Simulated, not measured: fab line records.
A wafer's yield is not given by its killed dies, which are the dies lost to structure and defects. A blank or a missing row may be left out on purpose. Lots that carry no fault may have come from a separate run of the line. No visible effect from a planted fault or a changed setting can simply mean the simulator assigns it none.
Problem report in the 8D (eight disciplines) form, filled by code :: flow n5 finfet :: the parts of the form that need people (team, actions taken, sign-off) are left out

## 1. THE PROBLEM
killed at contacts at N5_PASSIVATION_PROBE_49 reads a mean of 372 on 2 wafers of 2 lots; wafers without a fault read 12 with a standard deviation of 6.4. Relative to the usual mean, that is a shift of +56 standard deviations.
First observed at day 17 14:31: wafer L732.1, on prober-01. At this step, 6 wafers from 2 lots have a number in the record. Rule for "out", or "out of limits": more than 4 standard deviations from the usual mean. The other wafers with a number count as sound.

## 2. WHAT THIS IS AND IS NOT
question: which readings at this step
is: killed at contacts, defect limited yield, killed dies, killed on rim, sort_bin_5_function, sort_bin_6_memory, sort n pass, sort yield pct
is not: killed_at_M0_to_M3, killed_at_M4_up, killed at front end, killed at other, killed open, killed short, sort_bin_4_leakage

question: which lots
is: L731, L732
is not: -

question: which wafers of those lots
is: L731.4, L732.1
is not: L731.2, L731.5, L732.2, L732.3

question: read on which tools
is: prober-01, prober-02
is not: -

question: when
is: from day 17 14:31
is not: up to then (0 sound wafers); but 4 sound wafers of L731, L732 came after

## 3. WHAT RULES OUT EACH SUSPECT
Counting: any tool at a process step up to the reading remains a suspect provided it ran every lot that is out. Sound lots after the first of them don't rule it out here, since some wafers of a struck lot are sound.
- cmp-03 at N5_MOL_CONTACT_COAG_CMP_23 (polishes, stops on SiO2, t overpolish 1.5 s, target thk 0 nm): kept. It ran every lot that is out, first L731 (day 7 10:02).
- In cmp-03 at N5_MOL_CONTACT_COAG_CMP_23, the wafers that are out were processed in chamber 2 and their sound lot-mates in chambers 0, 1, 3.
Remaining after the count: cmp-03 at N5_MOL_CONTACT_COAG_CMP_23.

## 4. THE CAUSE (what the simulator had put in)
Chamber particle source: cmp-03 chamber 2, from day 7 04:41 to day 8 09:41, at N5_MOL_CONTACT_COAG_CMP_23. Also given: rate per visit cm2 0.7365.
After counting, this tool was the only one left.

## 5. THE CHAIN OF EFFECTS, in route order
One row per reading whose mean, taken over the struck wafers that have a number, lies over 3 standard deviations from the usual. Readings are gone through only where the record gives a usual standard deviation; hours: the median, over the lots, of the time from a lot's start at the first step in this table giving one to that lot's start at this step; sigmas: the change measured in usual standard deviations.
hours: 0
step: N5_PASSIVATION_PROBE_49
reading: defect limited yield
usual: 91.4 %
on struck wafers: 61.5
change: -29.9
sigmas: -21

hours: 0
step: N5_PASSIVATION_PROBE_49
reading: killed at contacts
usual: 12
on struck wafers: 372
change: +360
sigmas: +56

hours: 0
step: N5_PASSIVATION_PROBE_49
reading: killed dies
usual: 102
on struck wafers: 454
change: +352
sigmas: +21

hours: 0
step: N5_PASSIVATION_PROBE_49
reading: killed on rim
usual: 14
on struck wafers: 58
change: +44
sigmas: +11

hours: 0
step: N5_PASSIVATION_PROBE_49
reading: sort_bin_5_function
usual: 5.1 %
on struck wafers: 23.2
change: +18.1
sigmas: +18

hours: 0
step: N5_PASSIVATION_PROBE_49
reading: sort_bin_6_memory
usual: 3.2 %
on struck wafers: 13.3
change: +10.1
sigmas: +15

hours: 0
step: N5_PASSIVATION_PROBE_49
reading: sort n pass
usual: 1076
on struck wafers: 726
change: -350
sigmas: -18

hours: 0
step: N5_PASSIVATION_PROBE_49
reading: sort yield pct
usual: 91.2 %
on struck wafers: 61.5
change: -29.7
sigmas: -19
Process steps it contains:
- N5_PASSIVATION_PROBE_49

## 6. WHAT WOULD HAVE CAUGHT IT SOONER
First out-of-limits reading in this record: day 17 14:31, which is 250 hours after fault onset at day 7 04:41.
No tool reading at N5_MOL_CONTACT_COAG_CMP_23 that has a usual standard deviation in the record was out on any struck wafer, so an alarm limit of 4 standard deviations on those readings would not have fired.
The start of N5_MOL_CONTACT_COAG_CMP_23 on cmp-03 came by day 17 14:31 for every one of the lots that are out (2). Tool hold at that time: it would have spared none of them.
